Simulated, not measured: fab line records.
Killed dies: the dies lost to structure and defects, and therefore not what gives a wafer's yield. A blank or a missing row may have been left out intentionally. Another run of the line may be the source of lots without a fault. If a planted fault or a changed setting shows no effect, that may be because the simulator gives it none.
fab line records -- flow n5-finfet -- part 1 of 2: steps 1 to 23 of 28
record: lots: 5, wafers: 15, last-day: 17
route steps=1938 shown BEOL_M1@766
lots untouched by any fault: they come from a run of this same line in which no faults occurred
start-h: the number of hours between the record's first day and the start of the first shown wafer of the lot -- wait-h: hours from the lot's prior step to this one -- " same as the row above -- L1.1+2: several wafers, shown together as one row -- - value missing, or start not given -- * or withheld: withheld -- < > ~ a bound
route shown NAME@n: names a module that has steps shown in the file, with the first one's number in the route -- usual: the fault-free wafers' mean and standard deviation -- same: alike in all rows -- chamber/n: place in a boat -- sites: per-site readings -- _std_site: standard deviation across them -- _edge_site: outer sites' mean less inner sites' -- radius-mm: how far each site lies from the wafer's centre -- mask NAME#n: copy n -- behind: the most recent tool/chamber to have shaped the wafer -- hold: why the lot was held/for how many hours/how that ended -- device: the n, p or np transistor that did not switch -- end of line: the same wafers' tests at the end of the route -- a step without rows: its recipe alone -- killed: count of dies lost to structure and defects at first sort (not the wafer's yield) -- map: shows each die of a wafer: x if killed, . if not, _ if none is there
set.NAME: setting as actually run; set.NAME@STEP: the setting as run at that earlier step -- model.NAME: the simulator's own value behind a step, which no gauge read
lots at selected steps of the route; one table per step, one row per wafer
services: a tool's chamber out of use, with start hour (start-h, from the record's first day; less than 0 if before it), hours out, and reason
== steps ==
step: N5_BEOL_M1_INSPECT_13
recipe: mode: adi, inspect-instrument: brightfield
usual: raw-defect-count: 431/160
lot.wafer,tool,chamber,start-h,wait-h,raw-defect-count
L074.2,defect-inspect-02,-,123.91,0.0,560
L074.3,defect-inspect-02,-,123.91,0.0,423
L074.6,defect-inspect-02,-,123.91,0.0,465
L075.1,defect-inspect-01,-,130.40,0.1,520
L075.2,defect-inspect-01,-,130.40,0.1,665
L075.5,defect-inspect-01,-,130.40,0.1,553
L076.1,defect-inspect-02,-,134.38,0.1,459
L076.4,defect-inspect-02,-,134.38,0.1,418
L076.6,defect-inspect-02,-,134.38,0.1,461
L091.1,defect-inspect-01,-,234.84,0.1,395
L091.3,defect-inspect-01,-,234.84,0.1,348
L091.6,defect-inspect-01,-,234.84,0.1,347
L096.3,defect-inspect-01,-,256.21,0.0,386
L096.4,defect-inspect-01,-,256.21,0.0,352
L096.6,defect-inspect-01,-,256.21,0.0,344
step: N5_BEOL_M1_DESCUM_16
recipe: chemistry: O2, time-s: 7, source-power-w: 50, bias-power-w: 20, pressure-mtorr: 20, rf-frequency-hz: 2.712e+07, temp-c: 40, resist: CAR-EUV, o2-flow-sccm: 225
usual: drypump-motor-current-A: 5.7/0.33, oes-product-au: 0.78/0.057, rf-vpp-V: 243.3/1.4, showerhead-plenum-p-Torr: 2.10/0.067, throttle-valve-pct: 20.44/0.23
lot.wafer,tool,chamber,start-h,wait-h,drypump-motor-current-A,oes-product-au,rf-hours-counter-h,rf-vpp-V,showerhead-plenum-p-Torr,throttle-valve-pct
L074.2,rie-diel-01,3,123.95,0.0,5.7,0.79,123,244.0,2.00,20.43
L074.3,rie-diel-01,0,123.95,0.0,5.8,0.86,35,244.1,2.16,20.23
L074.6,rie-diel-01,2,123.95,0.0,6.3,0.75,-,245.6,2.19,20.51
L075.1,rie-diel-03,2,130.48,0.1,5.7,0.77,131,244.3,2.17,20.63
L075.2,rie-diel-03,0,130.48,0.1,5.8,0.90,29,245.3,2.21,20.56
L075.5,rie-diel-03,2,130.48,0.1,5.6,0.77,-,243.5,2.17,20.64
L076.1,rie-diel-04,0,134.50,0.1,5.7,0.81,93,243.2,2.14,20.62
L076.4,rie-diel-04,3,134.50,0.1,5.0,0.79,110,243.4,2.10,19.92
L076.6,rie-diel-04,2,134.50,0.1,6.0,0.72,-,242.5,1.99,20.45
L091.1,rie-diel-03,3,234.87,0.0,5.9,0.69,231,241.6,2.07,20.61
L091.3,rie-diel-03,0,234.87,0.0,5.7,0.84,60,245.4,2.20,20.60
L091.6,rie-diel-03,2,234.87,0.0,5.6,0.75,-,244.0,2.16,20.68
L096.3,rie-diel-04,0,256.30,0.1,5.7,0.79,127,243.2,2.13,20.66
L096.4,rie-diel-04,3,256.30,0.1,5.1,0.76,143,244.6,2.09,19.98
L096.6,rie-diel-04,0,256.30,0.1,5.8,0.78,-,243.5,2.13,20.68
step: N5_BEOL_M1_ETCH_74
recipe: chemistry: N2/H2, target: underlayer, target-depth-a: 65, mask-material: CAR-EUV, time-s: 5.2, ion-energy-ev: 200, pressure-mtorr: 30, source-w: 840, bias-w: 150, n2-flow-sccm: 200, h2-flow-sccm: 200, ends: cleared
usual: drypump-motor-current-A: 5.7/0.32, etch-rf-on-time-s: 5.14/0.16, oes-product-au: 0.67/0.05, rf-vpp-V: 524.0/2.9, showerhead-plenum-p-Torr: 2.54/0.08, throttle-valve-pct: 17.83/0.25
lot.wafer,tool,chamber,start-h,wait-h,drypump-motor-current-A,etch-rf-on-time-s,oes-product-au,rf-hours-counter-h,rf-vpp-V,showerhead-plenum-p-Torr,throttle-valve-pct
L074.2,rie-diel-01,3,123.98,0.0,5.7,5.36,0.66,123,520.4,2.44,17.96
L074.3,rie-diel-01,0,123.98,0.0,5.8,5.42,0.73,35,524.7,2.60,17.57
L074.6,rie-diel-01,2,123.98,0.0,6.3,4.83,0.66,-,525.1,2.64,17.83
L075.1,rie-diel-03,2,130.51,0.0,5.7,5.11,0.66,131,526.2,2.64,18.04
L075.2,rie-diel-03,0,130.51,0.0,5.7,5.17,0.76,29,529.5,2.70,17.99
L075.5,rie-diel-03,2,130.51,0.0,5.6,5.08,0.66,-,529.6,2.64,18.02
L076.1,rie-diel-04,0,134.54,0.0,5.7,5.17,0.69,93,523.3,2.54,17.68
L076.4,rie-diel-04,3,134.54,0.0,5.0,5.25,0.68,110,521.8,2.57,17.50
L076.6,rie-diel-04,2,134.54,0.0,6.1,5.15,0.61,-,521.5,2.43,18.06
L091.1,rie-diel-03,3,234.91,0.0,5.9,5.02,0.60,231,522.8,2.52,18.09
L091.3,rie-diel-03,0,234.91,0.0,5.7,5.19,0.72,60,528.1,2.69,18.05
L091.6,rie-diel-03,2,234.91,0.0,5.7,4.99,0.65,-,525.2,2.63,18.10
L096.3,rie-diel-04,0,256.34,0.0,5.8,5.25,0.65,127,523.5,2.53,17.72
L096.4,rie-diel-04,3,256.34,0.0,5.0,5.28,0.64,143,525.0,2.55,17.53
L096.6,rie-diel-04,0,256.34,0.0,5.7,5.26,0.65,-,523.4,2.53,17.71
step: N5_BEOL_M1_ETCH_63
recipe: chemistry: CF4, target: SiARC, target-depth-a: 156, mask-material: CAR-EUV, time-s: 26, ion-energy-ev: 80, pressure-mtorr: 40, source-w: 545, bias-w: 36, Ar_flow_sccm: 100, cf4-flow-sccm: 100, ends: cleared
usual: cf4-flow-sccm: 100.0/0.31, drypump-motor-current-A: 5.7/0.32, etch-rf-on-time-s: 25.7/0.73, oes-product-au: 0.67/0.047, rf-vpp-V: 184.1/1.2, showerhead-plenum-p-Torr: 2.15/0.067, throttle-valve-pct: 15.64/0.22
lot.wafer,tool,chamber,start-h,wait-h,cf4-flow-sccm,drypump-motor-current-A,etch-rf-on-time-s,oes-product-au,rf-hours-counter-h,rf-vpp-V,showerhead-plenum-p-Torr,throttle-valve-pct
L074.2,rie-diel-01,3,124.00,0.0,99.7,5.7,27.0,0.65,123,182.9,2.07,15.73
L074.3,rie-diel-01,0,124.00,0.0,100.0,5.8,27.6,0.73,35,185.6,2.20,15.36
L074.6,rie-diel-01,2,124.00,0.0,99.9,6.3,24.8,0.66,-,184.0,2.23,15.65
L075.1,rie-diel-03,2,130.53,0.0,100.1,5.7,25.6,0.67,131,186.3,2.24,15.90
L075.2,rie-diel-03,0,130.53,0.0,100.2,5.7,25.9,0.77,29,185.3,2.26,15.68
L075.5,rie-diel-03,2,130.53,0.0,99.7,5.7,25.5,0.67,-,184.8,2.24,15.90
L076.1,rie-diel-04,0,134.56,0.0,100.1,5.7,25.9,0.70,93,184.3,2.16,15.60
L076.4,rie-diel-04,3,134.56,0.0,100.0,5.0,26.1,0.68,110,184.0,2.15,15.29
L076.6,rie-diel-04,2,134.56,0.0,100.3,6.0,25.5,0.62,-,181.2,2.04,15.77
L091.1,rie-diel-03,3,234.92,0.0,100.2,5.9,25.7,0.60,231,183.9,2.14,15.93
L091.3,rie-diel-03,0,234.92,0.0,100.4,5.7,26.4,0.72,60,184.5,2.25,15.75
L091.6,rie-diel-03,2,234.92,0.0,100.4,5.6,25.4,0.65,-,184.9,2.23,15.96
L096.3,rie-diel-04,0,256.36,0.0,99.8,5.7,25.5,0.67,127,185.0,2.15,15.66
L096.4,rie-diel-04,3,256.36,0.0,100.1,5.0,26.1,0.66,143,183.1,2.14,15.35
L096.6,rie-diel-04,0,256.36,0.0,99.8,5.7,25.7,0.66,-,184.6,2.15,15.67
step: N5_BEOL_M1_ETCH_64
recipe: chemistry: N2/H2, target: SOC, target-depth-a: 750, overetch-a: 150, mask-material: SiARC, temp-c: 40, time-s: 112.5, ion-energy-ev: 200, pressure-mtorr: 30, source-w: 840, bias-w: 150, n2-flow-sccm: 200, h2-flow-sccm: 200
usual: drypump-motor-current-A: 5.7/0.33, oes-product-au: 0.62/0.044, rf-vpp-V: 524.0/2.5, showerhead-plenum-p-Torr: 2.54/0.08, throttle-valve-pct: 17.79/0.25
lot.wafer,tool,chamber,start-h,wait-h,drypump-motor-current-A,oes-product-au,rf-hours-counter-h,rf-vpp-V,showerhead-plenum-p-Torr,throttle-valve-pct
L074.2,rie-diel-01,3,124.03,0.0,5.7,0.62,123,520.9,2.44,17.92
L074.3,rie-diel-01,0,124.03,0.0,5.8,0.70,35,524.1,2.60,17.53
L074.6,rie-diel-01,2,124.03,0.0,6.3,0.59,-,526.2,2.64,17.78
L075.1,rie-diel-03,2,130.56,0.0,5.6,0.61,131,526.7,2.64,17.97
L075.2,rie-diel-03,0,130.56,0.0,5.8,0.71,29,528.8,2.70,17.95
L075.5,rie-diel-03,2,130.56,0.0,5.6,0.61,-,528.6,2.64,17.97
L076.1,rie-diel-04,0,134.58,0.0,5.7,0.64,93,525.6,2.54,17.61
L076.4,rie-diel-04,3,134.58,0.0,5.0,0.63,110,523.2,2.57,17.46
L076.6,rie-diel-04,2,134.58,0.0,6.0,0.56,-,520.1,2.43,18.02
L091.1,rie-diel-03,3,234.95,0.0,5.9,0.55,231,523.8,2.52,18.06
L091.3,rie-diel-03,0,234.95,0.0,5.7,0.67,60,528.9,2.69,18.02
L091.6,rie-diel-03,2,234.95,0.0,5.7,0.59,-,526.9,2.63,18.03
L096.3,rie-diel-04,0,256.38,0.0,5.7,0.60,127,523.3,2.53,17.69
L096.4,rie-diel-04,3,256.38,0.0,5.0,0.60,143,523.5,2.55,17.50
L096.6,rie-diel-04,0,256.38,0.0,5.7,0.62,-,523.4,2.53,17.68
step: N5_BEOL_M1_STRIP_65
recipe: chemistry: N2/H2, temp-c: 40, n2-flow-sccm: 200, h2-flow-sccm: 200, rf-frequency-hz: 6e+07
lot.wafer,tool,chamber,start-h,wait-h
L074.2+3+6,rie-diel-01,"3,0,2",124.13,0.1
L075.1+2+5,rie-diel-03,"2,0,2",130.66,0.1
L076.1+4+6,rie-diel-04,"0,3,2",134.69,0.1
L091.1+3+6,rie-diel-03,"3,0,2",235.06,0.1
L096.3+4+6,rie-diel-04,"0,3,0",256.49,0.1
step: N5_BEOL_M1_STRIP_75
recipe: chemistry: N2/H2, temp-c: 40, n2-flow-sccm: 200, h2-flow-sccm: 200, rf-frequency-hz: 6e+07
lot.wafer,tool,chamber,start-h,wait-h
L074.2+3+6,rie-diel-01,"3,0,2",124.14,0.0
L075.1+2+5,rie-diel-03,"2,0,2",130.67,0.0
L076.1+4+6,rie-diel-04,"0,3,2",134.70,0.0
L091.1+3+6,rie-diel-03,"3,0,2",235.07,0.0
L096.3+4+6,rie-diel-04,"0,3,0",256.50,0.0
step: N5_BEOL_M1_STRIP_66
recipe: chemistry: CF4, resist: SiARC, power-w: 300, bias-power-w: 75, pressure-mtorr: 50, cf4-flow-sccm: 150, rf-frequency-hz: 6e+07
usual: cf4-flow-sccm: 150.0/0.45, drypump-motor-current-A: 5.7/0.33, oes-product-au: 0.77/0.054, rf-vpp-V: 271.3/1.5, showerhead-plenum-p-Torr: 1.80/0.052, throttle-valve-pct: 13.60/0.21
lot.wafer,tool,chamber,start-h,wait-h,cf4-flow-sccm,drypump-motor-current-A,oes-product-au,rf-hours-counter-h,rf-vpp-V,showerhead-plenum-p-Torr,throttle-valve-pct
L074.2,rie-diel-01,3,124.15,0.0,149.7,5.7,0.78,123,269.0,1.74,13.73
L074.3,rie-diel-01,0,124.15,0.0,150.3,5.8,0.87,35,270.8,1.84,13.33
L074.6,rie-diel-01,2,124.15,0.0,149.5,6.3,0.73,-,274.0,1.86,13.60
L075.1,rie-diel-03,2,130.68,0.0,150.4,5.6,0.77,131,273.2,1.85,13.78
L075.2,rie-diel-03,0,130.68,0.0,149.9,5.7,0.88,29,274.1,1.90,13.61
L075.5,rie-diel-03,2,130.68,0.0,150.0,5.6,0.77,-,272.6,1.85,13.80
L076.1,rie-diel-04,0,134.71,0.0,150.2,5.7,0.80,93,270.6,1.82,13.61
L076.4,rie-diel-04,3,134.71,0.0,149.8,5.0,0.79,110,271.0,1.82,13.33
L076.6,rie-diel-04,2,134.71,0.0,149.1,6.0,0.70,-,267.9,1.73,13.81
L091.1,rie-diel-03,3,235.08,0.0,149.9,5.9,0.69,231,270.1,1.79,13.91
L091.3,rie-diel-03,0,235.08,0.0,150.0,5.7,0.84,60,273.4,1.89,13.68
L091.6,rie-diel-03,2,235.08,0.0,150.5,5.7,0.74,-,272.1,1.85,13.87
L096.3,rie-diel-04,0,256.51,0.0,149.7,5.7,0.77,127,271.5,1.81,13.69
L096.4,rie-diel-04,3,256.51,0.0,150.7,5.0,0.76,143,271.2,1.81,13.40
L096.6,rie-diel-04,0,256.51,0.0,149.6,5.7,0.76,-,271.2,1.81,13.69
step: N5_BEOL_M1_HM_OPEN_17
recipe: chemistry: Cl2/BCl3, target-depth-a: 200, overetch-a: 60, target: TiN, mask-material: SOC, ion-energy-ev: 150, pressure-mtorr: 10, icp-w: 1000, bias-w: 126, Cl2_flow_sccm: 53.25, bcl3-flow-sccm: 21.75, Ar_flow_sccm: 25
usual: drypump-motor-current-A: 5.5/0.39, oes-product-au: 0.69/0.085, throttle-valve-pct: 21.99/0.25
lot.wafer,tool,chamber,start-h,wait-h,drypump-motor-current-A,oes-product-au,rf-hours-counter-h,throttle-valve-pct
L074.2,rie-metal-01,1,124.20,0.0,5.7,0.80,5,21.89
L074.3,rie-metal-01,0,124.20,0.0,5.0,0.81,-,22.12
L074.6,rie-metal-01,0,124.20,0.0,5.0,0.82,-,22.11
L075.1,rie-metal-03,0,130.72,0.0,5.3,0.60,64,21.98
L075.2,rie-metal-03,1,130.72,0.0,5.6,0.64,60,21.65
L075.5,rie-metal-03,0,130.72,0.0,5.3,0.61,-,21.98
L076.1,rie-metal-03,1,134.75,0.0,5.6,0.64,60,21.64
L076.4,rie-metal-03,1,134.75,0.0,5.6,0.62,-,21.66
L076.6,rie-metal-03,0,134.75,0.0,5.3,0.60,-,21.99
L091.1,rie-metal-03,1,235.12,0.0,5.6,0.61,70,21.67
L091.3,rie-metal-03,0,235.12,0.0,5.3,0.58,-,22.00
L091.6,rie-metal-03,0,235.12,0.0,5.3,0.58,-,22.00
L096.3,rie-metal-02,1,256.58,0.1,6.5,0.78,-,21.96
L096.4,rie-metal-02,0,256.58,0.1,5.5,0.67,-,22.52
L096.6,rie-metal-02,1,256.58,0.1,6.5,0.78,-,21.97
step: N5_BEOL_M1_STRIP_19
recipe: chemistry: O2, power-w: 400, temp-c: 40, pressure-mtorr: 30, rf-frequency-hz: 6e+07, bias-power-w: 0, overash-fraction: 0.2, o2-flow-sccm: 225
usual: drypump-motor-current-A: 5.7/0.35, oes-product-au: 0.78/0.061, rf-vpp-V: 3.6/0.44, showerhead-plenum-p-Torr: 2.09/0.065, throttle-valve-pct: 16.66/0.21
same: overash-fraction: 0.2
lot.wafer,tool,chamber,start-h,wait-h,drypump-motor-current-A,oes-product-au,rf-hours-counter-h,rf-vpp-V,showerhead-plenum-p-Torr,throttle-valve-pct
L074.2,rie-diel-03,1,124.31,0.1,5.3,0.83,88,3.2,2.11,16.42
L074.3,rie-diel-03,3,124.31,0.1,5.9,0.72,197,4.0,2.09,16.84
L074.6,rie-diel-03,1,124.31,0.1,5.3,0.83,-,3.2,2.11,16.41
L075.1,rie-diel-03,2,130.84,0.1,5.6,0.78,132,3.8,2.18,16.90
L075.2,rie-diel-03,0,130.84,0.1,5.7,0.90,29,4.3,2.21,16.74
L075.5,rie-diel-03,3,130.84,0.1,5.9,0.71,-,3.8,2.08,16.83
L076.1,rie-diel-03,3,134.87,0.1,5.9,0.71,201,3.0,2.08,16.84
L076.4,rie-diel-03,0,134.87,0.1,5.7,0.90,30,3.1,2.21,16.72
L076.6,rie-diel-03,3,134.87,0.1,5.9,0.72,-,3.2,2.08,16.84
L091.1,rie-diel-03,1,235.23,0.1,5.4,0.79,120,3.4,2.10,16.47
L091.3,rie-diel-03,3,235.23,0.1,5.9,0.69,232,4.5,2.07,16.91
L091.6,rie-diel-03,1,235.23,0.1,5.4,0.80,-,3.5,2.10,16.44
L096.3,rie-diel-01,0,256.66,0.1,5.8,0.81,73,3.8,2.15,16.53
L096.4,rie-diel-01,1,256.66,0.1,5.9,0.72,215,3.5,2.01,16.98
L096.6,rie-diel-01,2,256.66,0.1,6.4,0.72,-,3.5,2.18,16.78
step: N5_BEOL_M1_CD_MEAS_18
recipe: pitch-nm: 36, target-cd-nm: 18
usual: cd-nm: 18.2/0.43
lot.wafer,tool,chamber,start-h,wait-h,cd-nm
L074.2,cd-sem-01,-,124.38,0.1,18.0
L074.3,cd-sem-01,-,124.38,0.1,18.2
L074.6,cd-sem-01,-,124.38,0.1,18.1
L075.1,cd-sem-01,-,130.91,0.0,18.3
L075.2,cd-sem-01,-,130.91,0.0,18.0
L075.5,cd-sem-01,-,130.91,0.0,18.4
L076.1,cd-sem-01,-,134.94,0.0,18.7
L076.4,cd-sem-01,-,134.94,0.0,18.0
L076.6,cd-sem-01,-,134.94,0.0,18.5
L091.1,cd-sem-03,-,235.30,0.1,18.7
L091.3,cd-sem-03,-,235.30,0.1,17.7
L091.6,cd-sem-03,-,235.30,0.1,18.3
L096.3,cd-sem-03,-,256.74,0.1,18.3
L096.4,cd-sem-03,-,256.74,0.1,18.0
L096.6,cd-sem-03,-,256.74,0.1,18.5
step: N5_BEOL_M1_COAT_67
recipe: resist: SOC, temp-c: 250, time-s: 60, spin-rpm: 1500, resist-thk-nm: 60
lot.wafer,tool,chamber,start-h,wait-h
L074.2+3+6,litho-track-01,0,124.41,0.0
L075.1+2+5,litho-track-03,0,130.94,0.0
L076.1+4+6,litho-track-03,0,134.97,0.0
L091.1+3+6,litho-track-03,0,235.34,0.0
L096.3+4+6,litho-track-01,0,256.77,0.0
step: N5_BEOL_M1_COAT_68
recipe: resist: SiARC, temp-c: 220, time-s: 60, spin-rpm: 1500, resist-thk-nm: 12
lot.wafer,tool,chamber,start-h,wait-h
L074.2+3+6,litho-track-01,0,-,-
L075.1+2+5,litho-track-03,0,-,-
L076.1+4+6,litho-track-03,0,-,-
L091.1+3+6,litho-track-03,0,-,-
L096.3+4+6,litho-track-01,0,-,-
step: N5_BEOL_M1_COAT_76
recipe: resist: underlayer, temp-c: 205, time-s: 60, spin-rpm: 1500, resist-thk-nm: 5
lot.wafer,tool,chamber,start-h,wait-h
L074.2+3+6,litho-track-01,0,-,-
L075.1+2+5,litho-track-03,0,-,-
L076.1+4+6,litho-track-03,0,-,-
L091.1+3+6,litho-track-03,0,-,-
L096.3+4+6,litho-track-01,0,-,-
step: N5_BEOL_M1_COAT_22
recipe: resist: CAR-EUV, spin-rpm: 1500, resist-thk-nm: 30
lot.wafer,tool,chamber,start-h,wait-h
L074.2+3+6,litho-track-01,0,-,-
L075.1+2+5,litho-track-03,0,-,-
L076.1+4+6,litho-track-03,0,-,-
L091.1+3+6,litho-track-03,0,-,-
L096.3+4+6,litho-track-01,0,-,-
step: N5_BEOL_M1_EBR_24
recipe: solvent: PGMEA, ebr-width-mm: 1.5
lot.wafer,tool,chamber,start-h,wait-h
L074.2+3+6,litho-track-01,0,-,-
L075.1+2+5,litho-track-03,0,-,-
L076.1+4+6,litho-track-03,0,-,-
L091.1+3+6,litho-track-03,0,-,-
L096.3+4+6,litho-track-01,0,-,-
step: N5_BEOL_M1_SOFTBAKE_23
recipe: temp-c: 110, time-s: 60, resist: CAR-EUV
lot.wafer,tool,chamber,start-h,wait-h
L074.2+3+6,litho-track-01,0,-,-
L075.1+2+5,litho-track-03,0,-,-
L076.1+4+6,litho-track-03,0,-,-
L091.1+3+6,litho-track-03,0,-,-
L096.3+4+6,litho-track-01,0,-,-
step: N5_BEOL_M1_EXPOSE_25
recipe: mask-id: V0, na: 0.33, source-shape: quasar, sigma-inner: 0.2, sigma-outer: 0.8, polarization: unpolarized, defocus-nm: 5, target-cd-nm: 24, dose-mj: 63
same: sigma-outer: 0.8
lot.wafer,tool,chamber,start-h,wait-h,mask
L074.2+3+6,euv-scanner-01,0,124.56,-,V0#0
L075.1+2+5,euv-scanner-02,0,131.20,-,V0#0
L076.1+4+6,euv-scanner-02,0,135.11,-,V0#0
L091.1+3+6,euv-scanner-01,0,235.60,-,V0#0
L096.3+4+6,euv-scanner-01,0,256.92,-,V0#0
step: N5_BEOL_M1_PEB_26
recipe: peb-temp-c: 100, peb-time-s: 60, resist: CAR-EUV
lot.wafer,tool,chamber,start-h,wait-h
L074.2+3+6,litho-track-01,0,124.63,0.1
L075.1+2+5,litho-track-03,0,131.28,0.1
L076.1+4+6,litho-track-02,0,135.19,0.1
L091.1+3+6,litho-track-01,0,235.68,0.1
L096.3+4+6,litho-track-01,0,256.99,0.1
step: N5_BEOL_M1_DEVELOP_27
recipe: develop-time-s: 30, developer: TMAH, resist: CAR-EUV, rinse-liquid: surfactant-rinse, dry: air-spin, dev-temp-c: 23
lot.wafer,tool,chamber,start-h,wait-h
L074.2+3+6,litho-track-01,0,-,-
L075.1+2+5,litho-track-03,0,-,-
L076.1+4+6,litho-track-02,0,-,-
L091.1+3+6,litho-track-01,0,-,-
L096.3+4+6,litho-track-01,0,-,-
step: N5_BEOL_M1_CD_MEAS_28
recipe: landing-energy-ev: 500, detector: se-inlens, target-cd-y-nm: 23.3
usual: cd-nm: 24.0/0.34
lot.wafer,tool,chamber,start-h,wait-h,cd-nm
L074.2,cd-sem-01,0,124.70,-,24.2
L074.3,cd-sem-01,0,124.70,-,24.4
L074.6,cd-sem-01,0,124.70,-,24.4
L075.1,cd-sem-01,0,131.35,-,23.3
L075.2,cd-sem-01,0,131.35,-,23.9
L075.5,cd-sem-01,0,131.35,-,23.7
L076.1,cd-sem-02,0,135.25,-,24.5
L076.4,cd-sem-02,0,135.25,-,24.1
L076.6,cd-sem-02,0,135.25,-,23.7
L091.1,cd-sem-02,0,235.75,-,24.2
L091.3,cd-sem-02,0,235.75,-,24.0
L091.6,cd-sem-02,0,235.75,-,24.6
L096.3,cd-sem-02,0,257.05,-,24.1
L096.4,cd-sem-02,0,257.05,-,24.1
L096.6,cd-sem-02,0,257.05,-,24.2
step: N5_BEOL_M1_OVL_MEAS_29
recipe: points-per-wafer: 522
usual: V0_OVL: -0.3/0.73
lot.wafer,tool,chamber,start-h,wait-h,V0_OVL[nm]
L074.2,overlay-02,0,124.73,0.0,-1.5
L074.3,overlay-02,0,124.73,0.0,-0.4
L074.6,overlay-02,0,124.73,0.0,-0.7
L075.1,overlay-01,0,131.38,0.0,-0.3
L075.2,overlay-01,0,131.38,0.0,-0.3
L075.5,overlay-01,0,131.38,0.0,0.3
L076.1,overlay-02,0,135.28,0.0,0.3
L076.4,overlay-02,0,135.28,0.0,-0.1
L076.6,overlay-02,0,135.28,0.0,0.0
L091.1,overlay-02,0,235.78,0.0,-1.2
L091.3,overlay-02,0,235.78,0.0,-1.2
L091.6,overlay-02,0,235.78,0.0,0.4
L096.3,overlay-02,0,257.09,0.0,0.3
L096.4,overlay-02,0,257.09,0.0,-0.6
L096.6,overlay-02,0,257.09,0.0,-0.5
step: N5_BEOL_M1_INSPECT_30
recipe: mode: adi, inspect-instrument: brightfield
usual: raw-defect-count: 430/160
lot.wafer,tool,chamber,start-h,wait-h,raw-defect-count
L074.2,defect-inspect-01,-,124.79,0.0,520
L074.3,defect-inspect-01,-,124.79,0.0,370
L074.6,defect-inspect-01,-,124.79,0.0,434
L075.1,defect-inspect-02,-,131.44,0.1,561
L075.2,defect-inspect-02,-,131.44,0.1,720
L075.5,defect-inspect-02,-,131.44,0.1,609
L076.1,defect-inspect-02,-,135.34,0.1,455
L076.4,defect-inspect-02,-,135.34,0.1,414
L076.6,defect-inspect-02,-,135.34,0.1,487
L091.1,defect-inspect-01,-,235.85,0.1,387
L091.3,defect-inspect-01,-,235.85,0.1,354
L091.6,defect-inspect-01,-,235.85,0.1,330
L096.3,defect-inspect-01,-,257.14,0.0,381
L096.4,defect-inspect-01,-,257.14,0.0,337
L096.6,defect-inspect-01,-,257.14,0.0,341
